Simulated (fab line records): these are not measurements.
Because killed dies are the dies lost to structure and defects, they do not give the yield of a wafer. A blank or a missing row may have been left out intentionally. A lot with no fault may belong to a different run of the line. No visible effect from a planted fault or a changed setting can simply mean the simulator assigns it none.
Split-lot study ; flow n5_finfet ; route with 1938 steps; 7 lots, 21 wafers read

## ON THE SPLIT
At N5_PASSIVATION_PECVD_55 (deposits SiO2 from SiH4/N2O, target thk 400 nm, time 22.5 s), the setting time_s was moved away from the recipe's 22.5 s on 9 of the 21 wafers read, by -7.8% to +14.8%. The other wafers ran this setting at the recipe's value.

Reading taken at the split's own step.

## THE READING
SiO2_of_PASSIVATION_PECVD_55.thk_nm (the simulator's own value, which no gauge read), in nm, at N5_PASSIVATION_PECVD_55 (deposits SiO2 from SiH4/N2O, target thk 400 nm, time 22.5 s). There is no usual value for it anywhere in the file. Across the 12 wafers here that went through the recipe, the average is 398.0 nm and the standard deviation 4.8 nm.

wafer;tool, chamber at the split;time_s as run, s;against the recipe;SiO2_of_PASSIVATION_PECVD_55.thk_nm, nm;against lot-mates on the recipe
L078.2;pecvd-02, 1;22.5;recipe;401.4;-
L078.3;pecvd-02, 2;25.84;+14.8%;456.6;+55.0
L078.5;pecvd-02, 2;22.5;recipe;401.8;-
L085.1;pecvd-01, 1;22.5;recipe;397;-
L085.4;pecvd-01, 2;22.5;recipe;406.8;-
L085.5;pecvd-01, 2;25.35;+12.7%;457;+55.1
L086.1;pecvd-01, 1;22.5;recipe;395.2;-
L086.5;pecvd-01, 2;22.5;recipe;405.4;-
L086.6;pecvd-01, 0;20.8;-7.6%;366.2;-34.1
L092.1;pecvd-04, 1;22.5;recipe;398.4;-
L092.4;pecvd-04, 1;23.98;+6.6%;429;+30.6
L092.6;pecvd-04, 2;23.98;+6.6%;430.6;+32.2
L093.2;pecvd-01, 0;22.5;recipe;393.6;-
L093.4;pecvd-01, 0;20.75;-7.8%;362.8;-30.8
L093.6;pecvd-01, 1;20.75;-7.8%;377.2;-16.4
L094.2;pecvd-01, 2;22.5;recipe;397.6;-
L094.3;pecvd-01, 0;25.39;+12.8%;438.2;+40.6
L094.6;pecvd-01, 2;25.39;+12.8%;459.2;+61.6
L096.1;pecvd-04, 1;22.5;recipe;392.2;-
L096.2;pecvd-04, 2;22.5;recipe;391.2;-
L096.3;pecvd-04, 0;22.5;recipe;395.4;-

THE FIT
A straight line over all 21 wafers: SiO2_of_PASSIVATION_PECVD_55.thk_nm changes by +4.08 nm for each +1% of time_s; r = +0.98; the points scatter about the line by 6.2 nm.
The same after taking each lot's own level away (the mean of its wafers on the recipe; 21 wafers): +3.91 nm for each +1%; r = +0.98; scatter 5.7 nm.
Per that fit: largest time_s move, reading shift of 58 nm.
The lots' own levels span 392.93 to 401.90 nm, that is 1.9 times the standard deviation above.
Consequently the slope shifts little with the lot-to-lot level, the two slopes agreeing.
Check: +60.5 nm against its lot-mates is what the line predicts for one of the wafers moved furthest among these (+14.8%) when that wafer is left out of the fit. Against them it came out at +55 nm.

## ADDITIONAL SPLITS CARRIED BY THESE WAFERS
Before the reading, these wafers also passed through other splits. Each is held against what the fit with the lots' levels taken away leaves over:
other split on the same wafers;wafers away from the commonest value;r with SiO2_of_PASSIVATION_PECVD_55.thk_nm (lot level and that fit taken away)
N5_BEOL_M14_DEVELOP_27 develop_time_s;4;+0.29
N5_BEOL_M15_SPUTTER_44 power_w;11;-0.20
N5_MIM_BOT_ETCH_ETCH_04 source_w;11;-0.26

## THE WHOLE CHAIN: every reading that the file lists as answering this split, in the file's order
step;what it does;reading;change (the file's fit);r (the file's)
N5_PASSIVATION_PECVD_55;deposits SiO2 from SiH4/N2O, target thk 400 nm, time 22.5 s;SiO2_of_PASSIVATION_PECVD_55.thk_nm (the simulator's own value, which no gauge read);+3.99 nm for each +1% of the setting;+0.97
N5_PASSIVATION_VIA_ETCH_13;etches SiO2 in CHF3/O2, target depth 660 nm, time 330 s;etch_rf_on_time_s;withheld for each +1% of the setting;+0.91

## THE FILE'S OWN FIT
SiO2_of_PASSIVATION_PECVD_55.thk_nm changes by +3.99 nm for each +1% of time_s, r = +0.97.
